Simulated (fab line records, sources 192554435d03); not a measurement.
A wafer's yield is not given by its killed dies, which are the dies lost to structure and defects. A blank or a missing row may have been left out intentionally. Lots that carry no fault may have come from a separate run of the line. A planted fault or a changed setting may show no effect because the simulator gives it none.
Split-lot experiment | flow n5_finfet | 7 lots, 39 wafers read, on a route of 1938 steps

== THE SPLIT ITSELF ==
At N5_PASSIVATION_DEVELOP_43 (develop time 60 s), the setting develop_time_s was moved away from the recipe's 60 s on 9 of the 39 wafers read, by -34.0% to -24.2%. The other wafers ran this setting at the recipe's value.

== FROM THE SPLIT TO THE READING: what the file shows between them, 1 step ==
- N5_PASSIVATION_HARDBAKE_45: time 120 s

== THE READING ==
cd_nm, in nm, at N5_PASSIVATION_CD_MEAS_44 (target cd 40000 nm). On this fab line, fault-free wafers typically give 40000 nm with a standard deviation of 3 nm.

wafer  | tool, chamber at the split | develop_time_s as run, s | against the recipe | cd_nm, nm | against lot-mates on the recipe
L076.1 | litho_track-04, 0          | 60                       | recipe             | 40003     | -
L076.2 | litho_track-04, 0          | 60                       | recipe             | 39999     | -
L076.3 | litho_track-04, 0          | 60                       | recipe             | 40000     | -
L076.4 | litho_track-04, 0          | 60                       | recipe             | 40006     | -
L076.5 | litho_track-04, 0          | 60                       | recipe             | 40002     | -
L076.6 | litho_track-04, 0          | 60                       | recipe             | 40005     | -
L078.1 | litho_track-03, 0          | 60                       | recipe             | 40001     | -
L078.2 | litho_track-03, 0          | 60                       | recipe             | 40000     | -
L078.3 | litho_track-03, 0          | 60                       | recipe             | 40003     | -
L078.4 | litho_track-03, 0          | 60                       | recipe             | 40002     | -
L078.5 | litho_track-03, 0          | 60                       | recipe             | 40001     | -
L078.6 | litho_track-03, 0          | 60                       | recipe             | 39994     | -
L079.1 | litho_track-05, 0          | 43.82                    | -27.0%             | 39984     | -16
L079.2 | litho_track-05, 0          | 60                       | recipe             | 40000     | -
L079.3 | litho_track-05, 0          | 43.82                    | -27.0%             | 39987     | -13
L079.4 | litho_track-05, 0          | 60                       | recipe             | 39999     | -
L079.5 | litho_track-05, 0          | 60                       | recipe             | 40000     | -
L079.6 | litho_track-05, 0          | 43.82                    | -27.0%             | 39982     | -18
L081.1 | litho_track-05, 0          | 45.45                    | -24.2%             | 39989     | -14
L081.2 | litho_track-05, 0          | 45.45                    | -24.2%             | 39989     | -14
L081.3 | litho_track-05, 0          | 60                       | recipe             | 40006     | -
L081.4 | litho_track-05, 0          | 60                       | recipe             | 40002     | -
L081.5 | litho_track-05, 0          | 60                       | recipe             | 40000     | -
L081.6 | litho_track-05, 0          | 45.45                    | -24.2%             | 39991     | -12
L083.1 | litho_track-05, 0          | 60                       | recipe             | 39995     | -
L083.2 | litho_track-05, 0          | 60                       | recipe             | 39995     | -
L083.3 | litho_track-05, 0          | 60                       | recipe             | 39996     | -
L083.4 | litho_track-05, 0          | 60                       | recipe             | 39999     | -
L083.5 | litho_track-05, 0          | 60                       | recipe             | 39998     | -
L083.6 | litho_track-05, 0          | 60                       | recipe             | 40001     | -
L087.1 | litho_track-05, 0          | 39.6                     | -34.0%             | 39983     | -19
L087.2 | litho_track-05, 0          | 39.6                     | -34.0%             | 39987     | -15
L087.3 | litho_track-05, 0          | 60                       | recipe             | 39999     | -
L087.4 | litho_track-05, 0          | 60                       | recipe             | 40003     | -
L087.5 | litho_track-05, 0          | 60                       | recipe             | 40003     | -
L087.6 | litho_track-05, 0          | 39.6                     | -34.0%             | 39988     | -14
L090.3 | litho_track-04, 0          | 60                       | recipe             | 39996     | -
L090.5 | litho_track-04, 0          | 60                       | recipe             | 40001     | -
L090.6 | litho_track-04, 0          | 60                       | recipe             | 40001     | -

THE FIT
A straight line over all 39 wafers: cd_nm changes by +0.475 nm for each +1% of develop_time_s; r = +0.89; the points scatter about the line by 3.1 nm.
The same after taking each lot's own level away (the mean of its wafers on the recipe; 39 wafers): +0.509 nm for each +1%; r = +0.94; scatter 2.4 nm.
On that fit, the largest move of develop_time_s shifts the reading by 17 nm.
From 39997.3 to 40002.7 nm: that is the span of the lots' own levels, equal to 1.8 times the standard deviation above.
The two slopes agree, so the slope changes little with the lot-to-lot level.
Check: with one of the wafers moved furthest among these (-34.0%) left out of the fit, the line predicts -17.1 nm for it against its lot-mates. Against them it came out at -18.7 nm.

== OTHER SPLITS ON THESE WAFERS ==
Note: prior to the reading, these wafers also went through further splits. Each is held against what the fit with the lots' levels taken away leaves over:
other split on the same wafers         | wafers away from the commonest value | r with cd_nm (lot level and that fit taken away)
N5_BEOL_M4_DESCUM_16 time_s            | 15                                   | +0.13
N5_BEOL_M5_DEP_56 time_s               | 12                                   | -0.04
N5_BEOL_M8_ILD_DEP_00 time_s           | 12                                   | +0.16
N5_BEOL_M11_VIA_ETCH_34 target_depth_a | 6                                    | +0.06
N5_BEOL_M13_SPUTTER_44 target_thk_a    | 15                                   | -0.29

== FILE'S OWN FIT ==
cd_nm changes by +0.506 nm for each +1% of develop_time_s, r = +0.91.
